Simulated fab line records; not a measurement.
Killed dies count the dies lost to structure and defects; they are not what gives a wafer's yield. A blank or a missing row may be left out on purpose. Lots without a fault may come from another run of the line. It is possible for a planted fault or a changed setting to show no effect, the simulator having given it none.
Lot-split experiment :: flow n5 finfet :: 39 wafers read across 7 lots, on a route 1938 steps long

THE SPLIT ITSELF
At N5_BEOL_M11_ETCH_41 (etches SiCN in CH3F/O2, target depth 42.6 nm, time 86 s), the setting time s was moved away from the recipe's 86 s on 18 of the 39 wafers read, by +31.6% to +57.8%. All remaining wafers had this setting at the recipe value.

The reading comes from the split's own step.

THE READING
etch.depth nm (the simulator's own value, which no gauge read), in nm, at N5_BEOL_M11_ETCH_41 (etches SiCN in CH3F/O2, target depth 42.6 nm, time 86 s). There is no usual value for it anywhere in the file. Average 32.36 nm, standard deviation 0.47 nm, over the 21 wafers here run with the recipe.

wafer: L076.1
tool, chamber at the split: rie diel-04, 0
time s as run, s: 86
against the recipe: recipe
etch.depth nm, nm: 32.95
against lot-mates on the recipe: -

wafer: L076.2
tool, chamber at the split: rie diel-04, 2
time s as run, s: 116.7
against the recipe: +35.7%
etch.depth nm, nm: 43.75
against lot-mates on the recipe: +11.03

wafer: L076.3
tool, chamber at the split: rie diel-04, 1
time s as run, s: 86
against the recipe: recipe
etch.depth nm, nm: 32.62
against lot-mates on the recipe: -

wafer: L076.4
tool, chamber at the split: rie diel-04, 3
time s as run, s: 116.7
against the recipe: +35.7%
etch.depth nm, nm: 43.74
against lot-mates on the recipe: +11.02

wafer: L076.5
tool, chamber at the split: rie diel-04, 2
time s as run, s: 86
against the recipe: recipe
etch.depth nm, nm: 32.6
against lot-mates on the recipe: -

wafer: L076.6
tool, chamber at the split: rie diel-04, 3
time s as run, s: 116.7
against the recipe: +35.7%
etch.depth nm, nm: 43.11
against lot-mates on the recipe: +10.39

wafer: L082.1
tool, chamber at the split: rie diel-03, 1
time s as run, s: 128
against the recipe: +48.8%
etch.depth nm, nm: 49.72
against lot-mates on the recipe: +16.66

wafer: L082.2
tool, chamber at the split: rie diel-03, 3
time s as run, s: 128
against the recipe: +48.8%
etch.depth nm, nm: 48.58
against lot-mates on the recipe: +15.52

wafer: L082.3
tool, chamber at the split: rie diel-03, 0
time s as run, s: 86
against the recipe: recipe
etch.depth nm, nm: 32.78
against lot-mates on the recipe: -

wafer: L082.4
tool, chamber at the split: rie diel-03, 2
time s as run, s: 86
against the recipe: recipe
etch.depth nm, nm: 33.1
against lot-mates on the recipe: -

wafer: L082.5
tool, chamber at the split: rie diel-03, 1
time s as run, s: 86
against the recipe: recipe
etch.depth nm, nm: 33.31
against lot-mates on the recipe: -

wafer: L082.6
tool, chamber at the split: rie diel-03, 0
time s as run, s: 128
against the recipe: +48.8%
etch.depth nm, nm: 48.19
against lot-mates on the recipe: +15.13

wafer: L086.1
tool, chamber at the split: rie diel-04, 1
time s as run, s: 134
against the recipe: +55.8%
etch.depth nm, nm: 50.48
against lot-mates on the recipe: +18.41

wafer: L086.2
tool, chamber at the split: rie diel-04, 3
time s as run, s: 86
against the recipe: recipe
etch.depth nm, nm: 31.91
against lot-mates on the recipe: -

wafer: L086.3
tool, chamber at the split: rie diel-04, 0
time s as run, s: 134
against the recipe: +55.8%
etch.depth nm, nm: 51.27
against lot-mates on the recipe: +19.20

wafer: L086.4
tool, chamber at the split: rie diel-04, 2
time s as run, s: 86
against the recipe: recipe
etch.depth nm, nm: 32.23
against lot-mates on the recipe: -

wafer: L086.5
tool, chamber at the split: rie diel-04, 3
time s as run, s: 86
against the recipe: recipe
etch.depth nm, nm: 32.08
against lot-mates on the recipe: -

wafer: L086.6
tool, chamber at the split: rie diel-04, 0
time s as run, s: 134
against the recipe: +55.8%
etch.depth nm, nm: 51.19
against lot-mates on the recipe: +19.12

wafer: L088.1
tool, chamber at the split: rie diel-04, 1
time s as run, s: 86
against the recipe: recipe
etch.depth nm, nm: 31.84
against lot-mates on the recipe: -

wafer: L088.2
tool, chamber at the split: rie diel-04, 2
time s as run, s: 117.1
against the recipe: +36.2%
etch.depth nm, nm: 43.54
against lot-mates on the recipe: +11.39

wafer: L088.3
tool, chamber at the split: rie diel-04, 0
time s as run, s: 86
against the recipe: recipe
etch.depth nm, nm: 32.54
against lot-mates on the recipe: -

wafer: L088.4
tool, chamber at the split: rie diel-04, 3
time s as run, s: 117.1
against the recipe: +36.2%
etch.depth nm, nm: 42.83
against lot-mates on the recipe: +10.68

wafer: L088.5
tool, chamber at the split: rie diel-04, 1
time s as run, s: 86
against the recipe: recipe
etch.depth nm, nm: 32.08
against lot-mates on the recipe: -

wafer: L088.6
tool, chamber at the split: rie diel-04, 0
time s as run, s: 117.1
against the recipe: +36.2%
etch.depth nm, nm: 43.98
against lot-mates on the recipe: +11.83

wafer: L089.1
tool, chamber at the split: rie diel-05, 0
time s as run, s: 113.2
against the recipe: +31.6%
etch.depth nm, nm: 41.94
against lot-mates on the recipe: +9.78

wafer: L089.2
tool, chamber at the split: rie diel-05, 1
time s as run, s: 86
against the recipe: recipe
etch.depth nm, nm: 31.92
against lot-mates on the recipe: -

wafer: L089.3
tool, chamber at the split: rie diel-05, 2
time s as run, s: 113.2
against the recipe: +31.6%
etch.depth nm, nm: 41.74
against lot-mates on the recipe: +9.58

wafer: L089.4
tool, chamber at the split: rie diel-05, 3
time s as run, s: 113.2
against the recipe: +31.6%
etch.depth nm, nm: 43.28
against lot-mates on the recipe: +11.12

wafer: L089.5
tool, chamber at the split: rie diel-05, 0
time s as run, s: 86
against the recipe: recipe
etch.depth nm, nm: 31.87
against lot-mates on the recipe: -

wafer: L089.6
tool, chamber at the split: rie diel-05, 3
time s as run, s: 86
against the recipe: recipe
etch.depth nm, nm: 32.68
against lot-mates on the recipe: -

wafer: L091.1
tool, chamber at the split: rie diel-05, 0
time s as run, s: 86
against the recipe: recipe
etch.depth nm, nm: 32.04
against lot-mates on the recipe: -

wafer: L091.2
tool, chamber at the split: rie diel-05, 2
time s as run, s: 86
against the recipe: recipe
etch.depth nm, nm: 31.8
against lot-mates on the recipe: -

wafer: L091.3
tool, chamber at the split: rie diel-05, 3
time s as run, s: 135.7
against the recipe: +57.8%
etch.depth nm, nm: 52.14
against lot-mates on the recipe: +20.28

wafer: L091.4
tool, chamber at the split: rie diel-05, 2
time s as run, s: 86
against the recipe: recipe
etch.depth nm, nm: 31.75
against lot-mates on the recipe: -

wafer: L091.5
tool, chamber at the split: rie diel-05, 3
time s as run, s: 135.7
against the recipe: +57.8%
etch.depth nm, nm: 52.13
against lot-mates on the recipe: +20.27

wafer: L091.6
tool, chamber at the split: rie diel-05, 0
time s as run, s: 135.7
against the recipe: +57.8%
etch.depth nm, nm: 50.23
against lot-mates on the recipe: +18.37

wafer: L095.4
tool, chamber at the split: rie diel-03, 2
time s as run, s: 86
against the recipe: recipe
etch.depth nm, nm: 32.28
against lot-mates on the recipe: -

wafer: L095.5
tool, chamber at the split: rie diel-03, 1
time s as run, s: 86
against the recipe: recipe
etch.depth nm, nm: 33
against lot-mates on the recipe: -

wafer: L095.6
tool, chamber at the split: rie diel-03, 3
time s as run, s: 86
against the recipe: recipe
etch.depth nm, nm: 32.13
against lot-mates on the recipe: -

FIT RESULTS
A straight line over all 39 wafers: etch.depth nm changes by +0.329 nm for each +1% of time s; r = +1.00; the points scatter about the line by 0.64 nm.
The same after taking each lot's own level away (the mean of its wafers on the recipe; 39 wafers): +0.33 nm for each +1%; r = +1.00; scatter 0.61 nm.
That fit puts the effect of the largest move of time s on the reading at 19 nm.
The lots' own levels span 31.863 to 33.063 nm, that is 2.6 times the standard deviation above.
Hence the lot-to-lot level has little effect on the slope; both slopes agree.
Check: +18.9 nm against its lot-mates is what the line predicts for one of the wafers moved furthest among these (+57.8%) when that wafer is left out of the fit. Against them it came out at +20.3 nm.

FURTHER SPLITS ON THESE WAFERS
Note: prior to the reading, these wafers also went through further splits. Each is held against what the fit with the lots' levels taken away leaves over:
other split on the same wafers: N5_BEOL_M9_TRENCH_ETCH_37 target depth a
wafers away from the commonest value: 15
r with etch.depth nm (lot level and that fit taken away): -0.27

FILE'S OWN FIT
etch.depth nm changes by +0.328 nm for each +1% of time s, r = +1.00.
